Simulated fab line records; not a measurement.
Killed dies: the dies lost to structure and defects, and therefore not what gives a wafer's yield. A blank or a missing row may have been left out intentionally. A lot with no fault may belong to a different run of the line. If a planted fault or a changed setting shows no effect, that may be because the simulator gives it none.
What tool caused it? + flow nand harc + 11 lots with 32 wafers sampled at 5 steps, on a route of 1302 steps

WHAT THE GAUGES SHOWED, per wafer
NHARC_END_SORT_01.
| lot  | measured     | on        | killed at array | killed at other | killed at periphery | killed dies | killed open | killed short |
|------|--------------|-----------|-----------------|-----------------|---------------------|-------------|-------------|--------------|
| L591 | day 25 04:05 | prober-01 | 47 45 53        | 2 2 3           | 6 2 4               | 55 49 60    | 5 2 5       | 3 2 1        |
| L592 | day 25 19:37 | prober-02 | 37 37 29        | 6 1 1           | 2 2 7               | 45 40 37    | 2 2 2       | 2 3 2        |
| L595 | day 26 20:40 | prober-02 | 94 95 84        | 2 0 0           | 7 8 4               | 103 103 88  | 2 3 5       | 6 4 1        |
| L594 | day 27 04:31 | prober-02 | 80 71 94        | 4 3 1           | 5 6 2               | 89 80 97    | 7 4 2       | 1 0 2        |
| L593 | day 27 06:32 | prober-01 | 106 97 83       | 0 0 1           | 3 7 2               | 109 104 86  | 3 4 3       | 1 1 1        |
| L596 | day 28 05:53 | prober-02 | 80 80 81        | 0 0 3           | 4 2 2               | 84 82 86    | 6 1 3       | 5 3 1        |
| L602 | day 30 10:26 | prober-01 | 643 626         | 0 0             | 1 3                 | 644 629     | 0 1         | 1 3          |
| L608 | day 32 05:26 | prober-02 | 63 75 67        | 3 3 2           | 4 6 4               | 70 84 73    | 3 4 3       | 2 1 3        |
| L609 | day 35 09:43 | prober-01 | 32 40 49        | 1 0 0           | 5 5 4               | 38 45 53    | 4 1 7       | 3 0 1        |
| L610 | day 33 19:40 | prober-01 | 24 27 32        | 0 1 1           | 2 1 4               | 26 29 37    | 2 3 2       | 1 3 6        |
| L611 | day 35 08:51 | prober-02 | 107 77 68       | 0 0 1           | 2 2 0               | 109 79 69   | 5 5 3       | 2 1 2        |

TOOL THAT RAN EACH LOT (tool first, then ch and the chambers of the sampled wafers, then the start)
| lot  | NHARC_A_STAIRCASE_ETCH_170                    | NHARC_A_STAIRCASE_TRIM_14                     | NHARC_A_STAIRCASE_ETCH_17          | NHARC_A_STAIRCASE_TRIM_18                     |
|------|-----------------------------------------------|-----------------------------------------------|------------------------------------|-----------------------------------------------|
| L591 | rie diel-04 ch 1,2,3, day 16 16:51 or earlier | rie diel-05 ch 0,1,3, day 16 16:51 or earlier | rie diel-05 ch 1,2,3, day 16 16:51 | rie diel-05 ch 0,1,2, day 25 04:05 or earlier |
| L592 | rie diel-05 ch 1,2,3, day 17 01:19 or earlier | rie diel-04 ch 0,2,3, day 17 01:19 or earlier | rie diel-04 ch 0,1,3, day 17 01:19 | rie diel-04 ch 0,1,3, day 25 19:37 or earlier |
| L595 | rie diel-01 ch 1,2, day 18 08:01 or earlier   | rie diel-01 ch 0,2,3, day 18 08:01 or earlier | rie diel-01 ch 0,1,2, day 18 08:01 | rie diel-01 ch 1,2,3, day 26 20:40 or earlier |
| L594 | rie diel-01 ch 1,2,3, day 18 08:37 or earlier | rie diel-04 ch 0,1,3, day 18 08:37 or earlier | rie diel-04 ch 1,3, day 18 08:37   | rie diel-04 ch 0,1, day 27 04:31 or earlier   |
| L593 | rie diel-04 ch 1,2,3, day 18 14:16 or earlier | rie diel-05 ch 1,2, day 18 14:16 or earlier   | rie diel-05 ch 1,2,3, day 18 14:16 | rie diel-05 ch 0,1,2, day 27 06:32 or earlier |
| L596 | rie diel-01 ch 0,1, day 19 16:34 or earlier   | rie diel-05 ch 1,3, day 19 16:34 or earlier   | rie diel-05 ch 0,3, day 19 16:34   | rie diel-05 ch 1,3, day 28 05:53 or earlier   |
| L602 | rie diel-01 ch 0,1, day 21 12:19 or earlier   | rie diel-01 ch 0,1, day 21 12:19 or earlier   | rie diel-01 ch 2,3, day 21 12:19   | rie diel-01 ch 0,3, day 30 10:26 or earlier   |
| L608 | rie diel-01 ch 0,2,3, day 24 00:03 or earlier | rie diel-04 ch 1,2,3, day 24 00:03 or earlier | rie diel-04 ch 0,1,3, day 24 00:03 | rie diel-04 ch 0,2,3, day 32 05:26 or earlier |
| L609 | rie diel-01 ch 0,1, day 24 23:55 or earlier   | rie diel-01 ch 0,2,3, day 24 23:55 or earlier | rie diel-01 ch 0,1,2, day 24 23:55 | rie diel-01 ch 0,1,2, day 35 09:43 or earlier |
| L610 | rie diel-01 ch 0,1,2, day 25 02:55 or earlier | rie diel-04 ch 0,2,3, day 25 02:55 or earlier | rie diel-04 ch 1,2, day 25 02:55   | rie diel-04 ch 0,2, day 33 19:40 or earlier   |
| L611 | rie diel-04 ch 0,2,3, day 25 08:44            | rie diel-04 ch 0,1,2, day 25 11:37 or earlier | rie diel-04 ch 1,2,3, day 25 11:37 | rie diel-04 ch 0,1,2, day 35 08:51 or earlier |
- NHARC_A_STAIRCASE_ETCH_170: etches the open film in C4F6/O2, target depth 200 nm, time 66.667 s.
- NHARC_A_STAIRCASE_TRIM_14: chemistry O2, time 211.2 s.
- NHARC_A_STAIRCASE_ETCH_17: etches the open film in C4F8/O2, target depth 100 nm, time 40.5 s.
- NHARC_A_STAIRCASE_TRIM_18: chemistry O2, time 211.2 s.

WHAT THE TOOLS THEMSELVES READ (means of the sampled wafers that have a number; where no wafer has one, the mark that the record gives instead)
NHARC_A_STAIRCASE_ETCH_170.
| lot  | tool        | drypump motor current A (A) | mfc ar sccm (sccm) | oes product au (a.u.) | rf vpp V (V) | showerhead plenum p Torr (Torr) | throttle valve pct (%) |
|------|-------------|-----------------------------|--------------------|-----------------------|--------------|---------------------------------|------------------------|
| L591 | rie diel-04 | 5.8                         | 500.3              | 0.972                 | 549.4        | 4.01                            | 26.904                 |
| L592 | rie diel-05 | 5.3                         | 500.5              | 0.978                 | 546.4        | 3.91                            | 26.900                 |
| L595 | rie diel-01 | 6.1                         | 499.2              | 0.993                 | 546.5        | 3.88                            | 26.900                 |
| L594 | rie diel-01 | 6.2                         | 501.1              | 0.970                 | 546.0        | 3.88                            | 26.905                 |
| L593 | rie diel-04 | 5.8                         | 499.8              | 0.982                 | 548.3        | 4.01                            | 26.898                 |
| L596 | rie diel-01 | 6.3                         | 498.1              | 0.985                 | 545.1        | 3.83                            | 26.911                 |
| L602 | rie diel-01 | 6.3                         | 500.6              | 0.967                 | 544.6        | 3.79                            | 26.913                 |
| L608 | rie diel-01 | 6.4                         | 498.9              | 0.977                 | 544.0        | 3.79                            | 26.902                 |
| L609 | rie diel-01 | 6.5                         | 498.4              | 0.991                 | 542.2        | 3.74                            | 26.912                 |
| L610 | rie diel-01 | 6.3                         | 500.3              | 0.971                 | 543.9        | 3.80                            | 26.909                 |
| L611 | rie diel-04 | 5.8                         | 498.4              | 1.000                 | 548.1        | 3.98                            | 26.904                 |

NHARC_A_STAIRCASE_TRIM_14.
| lot  | tool        | drypump motor current A (A) | mfc ar sccm (sccm) | oes product au (a.u.) | rf vpp V (V) | showerhead plenum p Torr (Torr) | throttle valve pct (%) |
|------|-------------|-----------------------------|--------------------|-----------------------|--------------|---------------------------------|------------------------|
| L591 | rie diel-05 | 5.4                         | 0.011              | 0.998                 | 58.6         | 3.53                            | 17.037                 |
| L592 | rie diel-04 | 5.8                         | 0.014              | 0.988                 | 58.6         | 3.62                            | 17.038                 |
| L595 | rie diel-01 | 6.4                         | 0.001              | 1.008                 | 57.9         | 3.43                            | 17.036                 |
| L594 | rie diel-04 | 5.9                         | 0.009              | 0.995                 | 57.7         | 3.57                            | 17.032                 |
| L593 | rie diel-05 | 5.4                         | 0.033              | 0.992                 | 58.2         | 3.40                            | 17.034                 |
| L596 | rie diel-05 | 5.1                         | 0.011              | 0.992                 | 57.4         | 3.61                            | 17.033                 |
| L602 | rie diel-01 | 6.4                         | 0.002              | 1.004                 | 56.4         | 3.41                            | 17.034                 |
| L608 | rie diel-04 | 5.8                         | 0.008              | 1.006                 | 57.9         | 3.58                            | 17.032                 |
| L609 | rie diel-01 | 6.4                         | 0.001              | 0.998                 | 57.3         | 3.41                            | 17.038                 |
| L610 | rie diel-04 | 5.8                         | 0.014              | 1.008                 | 58.3         | 3.59                            | 17.036                 |
| L611 | rie diel-04 | 5.4                         | 0.012              | 1.013                 | 57.8         | 3.47                            | 17.038                 |

NHARC_A_STAIRCASE_ETCH_17.
| lot  | tool        | oes product au (a.u.) | rf vpp V (V) |
|------|-------------|-----------------------|--------------|
| L591 | rie diel-05 | 0.945                 | 895          |
| L592 | rie diel-04 | 0.929                 | 897          |
| L595 | rie diel-01 | 0.935                 | 893          |
| L594 | rie diel-04 | 0.946                 | 897          |
| L593 | rie diel-05 | 0.939                 | 894          |
| L596 | rie diel-05 | 0.934                 | 892          |
| L602 | rie diel-01 | 1.091                 | 894          |
| L608 | rie diel-04 | 0.941                 | 896          |
| L609 | rie diel-01 | 0.928                 | 892          |
| L610 | rie diel-04 | 0.956                 | 895          |
| L611 | rie diel-04 | 0.945                 | 897          |

NHARC_A_STAIRCASE_TRIM_18.
| lot  | tool        | drypump motor current A (A) | mfc ar sccm (sccm) | oes product au (a.u.) | rf vpp V (V) | showerhead plenum p Torr (Torr) | throttle valve pct (%) |
|------|-------------|-----------------------------|--------------------|-----------------------|--------------|---------------------------------|------------------------|
| L591 | rie diel-05 | 5.6                         | 0.022              | 1.000                 | 57.2         | 3.43                            | 17.028                 |
| L592 | rie diel-04 | 5.9                         | 0.009              | 1.002                 | 57.0         | 3.57                            | 17.036                 |
| L595 | rie diel-01 | 6.2                         | 0.000              | 1.008                 | 57.2         | 3.49                            | 17.041                 |
| L594 | rie diel-04 | 5.6                         | 0.007              | 1.003                 | 57.4         | 3.45                            | 17.048                 |
| L593 | rie diel-05 | 5.5                         | 0.022              | 0.993                 | 57.0         | 3.42                            | 17.026                 |
| L596 | rie diel-05 | 5.1                         | 0.021              | 0.990                 | 58.3         | 3.60                            | 17.035                 |
| L602 | rie diel-01 | 6.6                         | 0.002              | 1.015                 | 58.0         | 3.40                            | 17.030                 |
| L608 | rie diel-04 | 5.8                         | 0.014              | 1.000                 | 57.7         | 3.59                            | 17.039                 |
| L609 | rie diel-01 | 6.3                         | 0.001              | 0.999                 | 56.3         | 3.41                            | 17.043                 |
| L610 | rie diel-04 | 5.4                         | 0.019              | 1.007                 | 57.7         | 3.48                            | 17.041                 |
| L611 | rie diel-04 | 5.4                         | 0.012              | 1.014                 | 57.5         | 3.46                            | 17.049                 |

THE ANSWER, worked out from the rows above alone
Rule: the lots themselves supply what counts as usual. The widest of any qualifying gaps counts: lots, ordered by their means at a reading, are off when they make up no more than a third of the lots, leave a main group of 4 or more, and stand apart from it by 3 or more times the standard deviation of that group's means. If all means in a main group match to the digits the tables above print for the reading, that group is not used. Also off: a lot with no number at a reading for which 4 or more lots have one. The other lots that the step has rows for count as sound. The gauges are gone through in route order, then the tools' own readings, and for those a lot's mean is taken as printed above. The first step at which some lot is off is used, and at that step the reading that is off furthest; a lot without a number counts as furthest.
Off at NHARC_END_SORT_01 (killed at array): L602. The main group has a mean of 65 with a standard deviation of 24.
If a tool, at a process step before that reading, ran all the lots that are off and no sound lot after the first of them, it fits. Not tried: the gauges at NHARC_END_SORT_01; whatever is off there is also off at NHARC_A_STAIRCASE_ETCH_17, on other tools, and gauge error can't account for it. With no start given for some of its lots, NHARC_A_STAIRCASE_ETCH_170 uses the hours and lot order of NHARC_A_STAIRCASE_ETCH_17. With no start given for some of its lots, NHARC_A_STAIRCASE_TRIM_14 uses the hours and lot order of NHARC_A_STAIRCASE_ETCH_17. With no start given for some of its lots, NHARC_A_STAIRCASE_TRIM_18 uses the hours and lot order of NHARC_END_SORT_01. Of those tried, none fits.

WHAT THE SIMULATOR PUT IN
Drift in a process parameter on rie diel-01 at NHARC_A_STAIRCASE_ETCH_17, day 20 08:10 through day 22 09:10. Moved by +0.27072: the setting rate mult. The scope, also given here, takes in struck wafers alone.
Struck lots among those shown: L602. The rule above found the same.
